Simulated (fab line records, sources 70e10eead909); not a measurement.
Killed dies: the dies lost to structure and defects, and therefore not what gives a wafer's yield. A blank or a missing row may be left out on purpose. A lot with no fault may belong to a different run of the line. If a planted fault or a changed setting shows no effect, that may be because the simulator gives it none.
fab line records ; flow nand_harc
[record] lots = 6; wafers = 18; last_day = 24
route steps=1159 shown A_STAIRCASE@579
lots that met no fault: taken from a fault-free run of the same line
start_h: the number of hours between the record's first day and the start of the first shown wafer of the lot ; wait_h: how many hours have passed since the lot's step before this one ; " same as the row above ; L1.1+2: one row covering several wafers at once ; - no value, or no start given ; * or withheld: withheld ; < > ~ a bound
route shown NAME@n: NAME is a module with steps in the file, n the number in the route of the first one ; usual: mean/standard deviation of fault-free wafers ; same: alike in all rows ; chamber/n: place in a boat ; sites: per-site readings ; _std_site: their standard deviation ; _edge_site: inner sites' mean taken away from outer sites' mean ; radius_mm: for every site, how far away it sits from the centre of the wafer ; mask NAME#n: copy n ; behind: tool/chamber where the wafer was last shaped ; hold: what put the lot on hold/how long, in hours/how the hold closed ; device: which transistor (n, p or np) failed to switch ; end of line: tests of these same wafers at the route's end ; a step given without rows: its recipe and nothing more ; killed: count of dies lost to structure and defects at first sort (not the wafer's yield) ; map: per-die view of a wafer (x killed, . not killed, _ where there is no die)
set.NAME: the run value of the setting; set.NAME@STEP: its run value at that earlier step ; model.NAME: the simulator's own value behind a step, which no gauge read
lots seen at some steps along the route; tables by step, rows by wafer
services: from which hour (start_h, from the record's first day; less than 0 if before it) a tool's chamber was out of use, for how many hours, and why
[[steps]]
[step NHARC_A_STAIRCASE_HARDBAKE_185]
[recipe] temp_c = 120; time_s = 140
[step NHARC_A_STAIRCASE_DESCUM_186]
[recipe] time_s = 3; o2_flow_sccm = 200; ar_flow_sccm = 0; bias_power_w = 0; chemistry = O2
[step NHARC_A_STAIRCASE_TRIM_187]
[recipe] time_s = 211.2; o2_flow_sccm = 500; ar_flow_sccm = 0; bias_w = 0; chemistry = O2
[usual] drypump_motor_current_A = 5.9/0.43; oes_product_au = 1.001/0.0072; rf_vpp_V = 57.9/0.95; run_length_s = 232.5/0.47; showerhead_plenum_p_Torr = 3.55/0.18; throttle_valve_pct = 17.037/0.0091
lot.wafer;tool;chamber;start_h;wait_h;drypump_motor_current_A;oes_product_au;rf_hours_counter_h;rf_vpp_V;run_length_s;showerhead_plenum_p_Torr;throttle_valve_pct
L310.1;rie_diel-01;3;261.65;0.1;5.6;1.001;44;57.4;231.4;3.78;17.035
L310.6;rie_diel-01;3;261.65;0.1;5.6;0.997;-;58.0;231.3;3.78;17.035
L310.5;rie_diel-01;0;261.65;0.1;5.7;1.018;-;58.4;233.1;3.32;17.035
L322.3;rie_diel-13;1;324.29;1.6;6.2;0.996;15;58.4;232.8;3.65;17.017
L322.4;rie_diel-13;2;324.29;1.6;6.0;1.020;17;59.6;232.2;3.80;17.052
L322.5;rie_diel-13;2;324.29;1.6;6.0;1.001;-;57.9;232.0;3.80;17.048
L325.4;rie_diel-01;0;329.87;0.1;5.7;0.997;3;56.4;232.9;3.31;17.045
L325.2;rie_diel-01;1;329.87;0.1;6.1;0.988;3;59.2;231.6;3.66;17.043
L325.5;rie_diel-01;2;329.87;0.1;5.7;0.984;-;56.6;232.3;3.32;17.037
L331.1;rie_diel-13;3;359.61;0.1;6.1;1.000;29;59.5;232.7;3.31;17.052
L331.4;rie_diel-13;1;359.61;0.1;6.2;1.005;28;58.2;232.9;3.64;17.025
L331.5;rie_diel-13;3;359.61;0.1;6.1;0.990;-;58.8;232.6;3.31;17.048
L332.4;rie_diel-13;3;362.99;0.1;6.2;0.990;31;58.7;232.8;3.31;17.037
L332.5;rie_diel-13;1;362.99;0.1;6.2;0.995;-;58.2;232.3;3.64;17.044
L332.6;rie_diel-13;2;362.99;0.1;5.9;1.008;-;59.1;232.1;3.79;17.047
L329.4;rie_diel-13;1;364.21;0.2;6.2;1.009;31;58.5;232.4;3.64;17.029
L329.1;rie_diel-13;3;364.21;0.2;6.2;0.997;32;57.2;232.8;3.31;17.047
L329.5;rie_diel-13;2;364.21;0.2;6.0;1.014;-;57.2;232.1;3.79;17.048
[step NHARC_A_STAIRCASE_ETCH_188]
[recipe] target_depth_a = 1000; time_s = 40.5; ion_energy_ev = 400; c4f8_flow_sccm = 20; o2_flow_sccm = 10; ar_flow_sccm = withheld; rf_w = 600; bias_w = 1000; chemistry = C4F8/O2
[step NHARC_A_STAIRCASE_TRIM_189]
[recipe] time_s = 211.2; o2_flow_sccm = 500; ar_flow_sccm = 0; bias_w = 0; chemistry = O2
[usual] drypump_motor_current_A = 5.8/0.46; oes_product_au = 1.000/0.0074; rf_vpp_V = 58.0/0.84; run_length_s = 232.5/0.49; showerhead_plenum_p_Torr = 3.55/0.18; throttle_valve_pct = 17.037/0.0086
lot.wafer;tool;chamber;start_h;wait_h;drypump_motor_current_A;oes_product_au;rf_hours_counter_h;rf_vpp_V;run_length_s;showerhead_plenum_p_Torr;throttle_valve_pct
L310.1;rie_diel-01;1;-;-;6.1;0.995;43;58.2;231.7;3.67;17.036
L310.5;rie_diel-01;1;-;-;6.1;1.011;-;57.7;231.5;3.67;17.050
L310.6;rie_diel-01;2;-;-;5.7;0.998;-;58.1;232.7;3.34;17.030
L322.4;rie_diel-13;0;-;-;4.7;1.004;14;58.6;232.9;3.71;17.018
L322.3;rie_diel-13;2;-;-;6.0;0.999;17;58.5;232.1;3.80;17.038
L322.5;rie_diel-13;3;-;-;6.1;0.998;-;56.8;232.8;3.31;17.048
L325.4;rie_diel-01;2;-;-;5.7;1.000;3;57.8;232.2;3.32;17.021
L325.2;rie_diel-01;3;-;-;5.6;1.006;3;59.1;231.4;3.77;17.035
L325.5;rie_diel-01;1;-;-;6.1;0.988;-;57.7;231.4;3.66;17.050
L331.1;rie_diel-13;0;-;-;4.7;1.011;27;58.7;233.2;3.70;17.045
L331.4;rie_diel-13;3;-;-;6.2;1.001;30;57.9;232.5;3.31;17.041
L331.5;rie_diel-13;1;-;-;6.2;1.006;-;58.6;232.5;3.64;17.028
L332.4;rie_diel-13;1;-;-;6.2;1.006;30;57.8;232.5;3.64;17.037
L332.5;rie_diel-13;3;-;-;6.2;0.997;-;57.1;232.8;3.31;17.038
L332.6;rie_diel-13;0;-;-;4.7;1.002;-;58.7;233.3;3.70;17.036
L329.1;rie_diel-13;3;-;-;6.2;1.010;32;57.0;233.3;3.31;17.036
L329.4;rie_diel-13;0;-;-;4.7;1.012;30;57.6;233.0;3.70;17.041
L329.5;rie_diel-13;3;-;-;6.2;1.009;-;58.8;232.9;3.31;17.040
[step NHARC_A_STAIRCASE_ETCH_190]
[recipe] target_depth_a = 1000; time_s = 40.5; ion_energy_ev = 400; c4f8_flow_sccm = 20; o2_flow_sccm = 10; ar_flow_sccm = withheld; rf_w = 600; bias_w = 1000; chemistry = C4F8/O2
[step NHARC_A_STAIRCASE_TRIM_191]
[recipe] time_s = 211.2; o2_flow_sccm = 500; ar_flow_sccm = 0; bias_w = 0; chemistry = O2
[usual] drypump_motor_current_A = 5.8/0.46; oes_product_au = 1.000/0.008; rf_vpp_V = 57.8/0.92; run_length_s = 232.5/0.44; showerhead_plenum_p_Torr = 3.56/0.18; throttle_valve_pct = 17.036/0.0091
lot.wafer;tool;chamber;start_h;wait_h;drypump_motor_current_A;oes_product_au;rf_hours_counter_h;rf_vpp_V;run_length_s;showerhead_plenum_p_Torr;throttle_valve_pct
L310.1;rie_diel-01;2;-;-;5.7;0.998;45;57.2;232.6;3.34;17.032
L310.5;rie_diel-01;3;-;-;5.6;1.004;-;58.0;231.6;3.78;17.038
L310.6;rie_diel-01;0;-;-;5.7;1.009;-;57.6;233.0;3.32;17.042
L322.3;rie_diel-13;0;-;-;4.7;1.008;14;58.9;232.9;3.71;17.043
L322.4;rie_diel-13;2;-;-;6.0;1.008;18;56.6;232.1;3.80;17.044
L322.5;rie_diel-13;3;-;-;6.1;0.998;-;56.1;233.2;3.31;17.048
L325.2;rie_diel-01;1;-;-;6.1;0.999;3;58.3;231.7;3.66;17.043
L325.4;rie_diel-01;2;-;-;5.7;0.992;3;56.9;232.3;3.32;17.031
L325.5;rie_diel-01;1;-;-;6.1;0.992;-;58.2;231.7;3.66;17.037
L331.4;rie_diel-13;2;-;-;6.0;1.004;31;57.9;232.4;3.79;17.037
L331.1;rie_diel-13;0;-;-;4.7;0.997;28;56.2;232.9;3.70;17.040
L331.5;rie_diel-13;1;-;-;6.2;0.998;-;58.3;232.3;3.64;17.043
L332.4;rie_diel-13;0;-;-;4.7;1.015;29;58.4;232.8;3.70;17.045
L332.6;rie_diel-13;1;-;-;6.2;1.009;-;57.2;232.6;3.64;17.038
L332.5;rie_diel-13;2;-;-;6.0;1.010;-;58.4;232.2;3.79;17.034
L329.1;rie_diel-13;0;-;-;4.7;1.016;30;57.8;232.8;3.70;17.044
L329.4;rie_diel-13;1;-;-;6.2;1.003;31;57.4;232.4;3.64;17.038
L329.5;rie_diel-13;0;-;-;4.7;1.006;-;57.9;233.1;3.70;17.037
[step NHARC_A_STAIRCASE_ETCH_192]
[recipe] target_depth_a = 1000; time_s = 40.5; ion_energy_ev = 400; c4f8_flow_sccm = 20; o2_flow_sccm = 10; ar_flow_sccm = withheld; rf_w = 600; bias_w = 1000; chemistry = C4F8/O2
[step NHARC_A_STAIRCASE_TRIM_193]
[recipe] time_s = 211.2; o2_flow_sccm = 500; ar_flow_sccm = 0; bias_w = 0; chemistry = O2
[usual] drypump_motor_current_A = 5.8/0.47; oes_product_au = 1.000/0.0073; rf_vpp_V = 57.8/0.91; run_length_s = 232.5/0.44; showerhead_plenum_p_Torr = 3.56/0.18; throttle_valve_pct = 17.038/0.0093
lot.wafer;tool;chamber;start_h;wait_h;drypump_motor_current_A;oes_product_au;rf_hours_counter_h;rf_vpp_V;run_length_s;showerhead_plenum_p_Torr;throttle_valve_pct
L310.1;rie_diel-01;1;-;-;6.1;1.009;43;59.1;231.7;3.67;17.045
L310.5;rie_diel-01;1;-;-;6.1;1.009;-;59.5;231.4;3.67;17.034
L310.6;rie_diel-01;2;-;-;5.7;0.994;-;57.5;232.7;3.33;17.024
L322.3;rie_diel-13;3;-;-;6.1;0.998;17;55.5;232.8;3.31;17.041
L322.4;rie_diel-13;1;-;-;6.2;1.003;16;59.3;232.7;3.65;17.045
L322.5;rie_diel-13;3;-;-;6.1;0.995;-;58.1;232.6;3.31;17.040
L325.2;rie_diel-01;3;-;-;5.6;1.007;4;58.4;232.2;3.77;17.035
L325.4;rie_diel-01;0;-;-;5.7;1.002;3;56.3;233.5;3.31;17.029
L325.5;rie_diel-01;2;-;-;5.7;1.000;-;57.5;232.4;3.32;17.039
L331.4;rie_diel-13;0;-;-;4.8;1.002;28;57.4;232.7;3.70;17.048
L331.1;rie_diel-13;1;-;-;6.2;1.008;29;55.8;232.7;3.64;17.031
L331.5;rie_diel-13;2;-;-;6.0;1.008;-;57.4;232.0;3.79;17.038
L332.4;rie_diel-13;2;-;-;6.0;1.020;33;59.2;232.0;3.79;17.040
L332.5;rie_diel-13;0;-;-;4.7;1.007;-;57.7;232.7;3.70;17.045
L332.6;rie_diel-13;1;-;-;6.2;1.001;-;58.1;232.6;3.64;17.029
L329.1;rie_diel-13;0;-;-;4.7;1.004;31;59.0;233.3;3.70;17.040
L329.4;rie_diel-13;3;-;-;6.2;1.006;33;57.6;232.6;3.30;17.040
L329.5;rie_diel-13;0;-;-;4.7;1.007;-;57.8;232.7;3.70;17.036
[step NHARC_A_STAIRCASE_ETCH_194]
[recipe] target_depth_a = 1000; time_s = 40.5; ion_energy_ev = 400; c4f8_flow_sccm = 20; o2_flow_sccm = 10; ar_flow_sccm = withheld; rf_w = 600; bias_w = 1000; chemistry = C4F8/O2
[usual] oes_product_au = 0.941/0.0085; rf_fwd_power_W = 593.1/2.5; rf_vpp_V = 897/6.3
lot.wafer;tool;chamber;start_h;wait_h;oes_product_au;rf_fwd_power_W;rf_hours_counter_h;rf_vpp_V
L310.1;rie_diel-01;0;-;-;0.941;592.3;42;890
L310.6;rie_diel-01;0;-;-;0.944;591.9;-;888
L310.5;rie_diel-01;1;-;-;0.942;593.1;-;901
L322.4;rie_diel-13;1;-;-;0.949;594.3;16;899
L322.3;rie_diel-13;3;-;-;0.939;592.3;17;889
L322.5;rie_diel-13;1;-;-;0.930;596.6;-;901
L325.2;rie_diel-01;2;-;-;0.944;584.8;4;889
L325.4;rie_diel-01;0;-;-;0.961;589.7;3;888
L325.5;rie_diel-01;2;-;-;0.940;586.7;-;888
L331.4;rie_diel-13;1;-;-;0.937;594.2;29;900
L331.1;rie_diel-13;3;-;-;0.934;592.4;30;888
L331.5;rie_diel-13;0;-;-;0.943;595.8;-;901
L332.4;rie_diel-13;3;-;-;0.943;592.0;31;887
L332.5;rie_diel-13;2;-;-;0.950;591.6;-;906
L332.6;rie_diel-13;3;-;-;0.941;590.6;-;887
L329.4;rie_diel-13;3;-;-;0.929;596.7;33;889
L329.1;rie_diel-13;0;-;-;0.938;595.1;31;901
L329.5;rie_diel-13;1;-;-;0.946;591.3;-;900
[step NHARC_A_STAIRCASE_TRIM_196]
[recipe] time_s = 211.2; o2_flow_sccm = 500; ar_flow_sccm = 0; bias_w = 0; chemistry = O2
[usual] drypump_motor_current_A = 5.8/0.4; oes_product_au = 0.998/0.0066; rf_vpp_V = 57.8/0.93; run_length_s = 232.4/0.5; showerhead_plenum_p_Torr = 3.54/0.18; throttle_valve_pct = 17.036/0.0092
lot.wafer;tool;chamber;start_h;wait_h;drypump_motor_current_A;oes_product_au;rf_hours_counter_h;rf_vpp_V;run_length_s;showerhead_plenum_p_Torr;throttle_valve_pct
L310.1;rie_diel-01;3;262.78;0.1;5.6;0.999;44;58.2;231.7;3.78;17.044
L310.6;rie_diel-01;3;262.78;0.1;5.6;0.994;-;57.8;232.0;3.78;17.026
L310.5;rie_diel-01;0;262.78;0.1;5.7;0.995;-;57.0;233.1;3.32;17.058
L322.4;rie_diel-01;0;326.30;0.1;5.7;1.009;1;56.7;232.9;3.31;17.030
L322.3;rie_diel-01;2;326.30;0.1;5.7;0.988;1;57.2;233.1;3.32;17.044
L322.5;rie_diel-01;0;326.30;0.1;5.7;1.010;-;57.6;233.4;3.31;17.040
L325.2;rie_diel-01;3;331.13;0.1;5.6;1.007;4;60.5;231.7;3.77;17.036
L325.4;rie_diel-01;0;331.13;0.1;5.7;1.008;3;58.7;303.0;3.31;17.051
L325.5;rie_diel-01;3;331.13;0.1;5.6;0.997;-;59.4;301.0;3.77;17.049
L331.1;rie_diel-12;2;361.09;0.1;5.6;0.994;43;57.6;232.2;3.49;17.050
L331.4;rie_diel-12;0;361.09;0.1;6.1;1.001;56;58.5;232.2;3.52;17.025
L331.5;rie_diel-12;3;361.09;0.1;6.2;1.003;-;58.1;232.9;3.67;17.045
L332.4;rie_diel-13;3;364.05;0.1;6.2;0.998;32;58.0;232.7;3.31;17.046
L332.6;rie_diel-13;3;364.05;0.1;6.1;0.996;-;56.8;232.6;3.31;17.045
L332.5;rie_diel-13;0;364.05;0.1;4.7;1.003;-;57.0;232.6;3.70;17.044
L329.4;rie_diel-01;0;365.95;0.1;5.7;0.999;15;56.4;302.9;3.30;17.021
L329.1;rie_diel-01;1;365.95;0.1;6.1;0.993;16;59.2;301.5;3.65;17.030
L329.5;rie_diel-01;2;365.95;0.1;5.7;0.988;-;59.6;302.1;3.32;17.034
[step NHARC_A_STAIRCASE_ETCH_197]
[recipe] target_depth_a = 1000; time_s = 40.5; ion_energy_ev = 400; c4f8_flow_sccm = 20; o2_flow_sccm = 10; ar_flow_sccm = withheld; rf_w = 600; bias_w = 1000; chemistry = C4F8/O2
[[services]]
tool;chamber;start_h;hours;kind
rie_diel-13;0;256.05;-;clean
rie_diel-13;1;256.05;-;clean
rie_diel-13;2;256.05;-;clean
rie_diel-13;3;256.05;-;clean
rie_diel-13;-;276.21;9.0;pm
rie_diel-13;0;276.21;9.0;vent_cycle
rie_diel-13;1;276.21;9.0;vent_cycle
rie_diel-13;2;276.21;9.0;vent_cycle
rie_diel-13;3;276.21;9.0;vent_cycle
rie_diel-13;0;285.21;-;clean
rie_diel-13;1;285.21;-;clean
rie_diel-13;2;285.21;-;clean
rie_diel-13;2;285.21;-;consumable_replace:showerhead
rie_diel-13;3;285.21;-;clean
rie_diel-13;0;309.74;-;clean
rie_diel-13;1;309.74;-;clean
rie_diel-13;2;309.74;-;clean
rie_diel-13;3;309.74;-;clean
rie_diel-12;2;310.57;12.3;repair
rie_diel-01;-;314.82;9.0;pm
rie_diel-13;0;334.26;-;clean
rie_diel-13;1;334.26;-;clean
rie_diel-13;2;334.26;-;clean
rie_diel-13;3;334.26;-;clean
[[key]]
[first_sign] step = NHARC_A_STAIRCASE_TRIM_196; reading = run_length_s; direction = up; sigmas = 99+; usual = *; struck = *
effect none on later readings
met_at NHARC_A_STAIRCASE_TRIM_196
struck_wafers L325.4,L325.5,L329.1,L329.4,L329.5
sort_left_out L325.4,L325.5,L329.1,L329.4,L329.5
tester_left_out L325,L329
onset_between 326.30 331.13
[fault] kind = process_parameter_drift; tool = rie_diel-01; chamber = -; onset_h = 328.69; steps = NHARC_A_STAIRCASE_TRIM_196; channel = time_s; offset = *; shape = step; end_h = 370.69; scope = struck_wafers_only; acts_in = *; stated = *
// tester_left_out: of these lots the tester's yield and bins aren't shown, on N5 and GAA mostly nor the transistor test; their killed dies are dies lost to structure and defects alone, not to doping, threshold or leakage, so they don't give the yield
// sort_left_out: the simulated sort isn't trusted on such a fault, so these wafers' sort isn't shown, and their yield isn't known
